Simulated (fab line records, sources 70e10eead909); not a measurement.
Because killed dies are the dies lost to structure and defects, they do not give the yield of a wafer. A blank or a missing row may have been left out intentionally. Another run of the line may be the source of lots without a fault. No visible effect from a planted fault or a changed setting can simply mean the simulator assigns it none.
Matching of chambers    flow nand_harc    NHARC_A_CHANNEL_FILL_D2_ALD_02 on ald_hk-03: 4 sister chambers
The step deposits SiO2, target thk 6 nm, pulse time 10 s, ald cycles 60. 8 wafers are shown with their chamber, then 7 later ones without.

WAFERS WITH THEIR CHAMBER
wafer   chamber  heater_power_w (W)  heater_power_outer_w (W)
L074.2  2        478                 264
L079.2  3        550                 298
L079.5  0        504                 270
L083.1  3        569                 292
L083.5  1        511                 271
L083.6  2        476                 258
L084.2  0        497                 260
L084.3  1        486                 272

WAFERS WITHOUT THEIR CHAMBER
wafer   heater_power_w (W)  heater_power_outer_w (W)
L084.5  547                 290
L086.1  562                 292
L086.2  485                 263
L086.3  474                 272
L089.3  560                 292
L089.5  507                 271
L089.6  562                 291

WHICH CHAMBER EACH ONE RAN IN
wafer   from the rows above           in truth
L084.5  3                             3
L086.1  3                             3
L086.2  can't be placed: 2 or 0 or 1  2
L086.3  can't be placed: 1 or 2 or 0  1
L089.3  3                             3
L089.5  can't be placed: 1 or 0       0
L089.6  3                             3
Correct placement for 4 of the 7. Can't be placed from these rows: 3 (the true chamber is among the candidates in 3). Wrongly placed: 0.
How it was worked out, from the rows above alone: a wafer's distance from a chamber is the root of the sum, over the readings, of the square of ((its reading less the chamber's mean) divided by the reading's scatter). If the next closest chamber is less than 2 further off than the closest, the wafer can't be placed; otherwise it belongs to the closest. For every chamber, the mean is computed from those of its wafers that are shown. How the scatter is found: for the shown wafers, subtract from each reading the mean of its chamber, square and add these, divide the total by (wafers less chambers), then take the root.
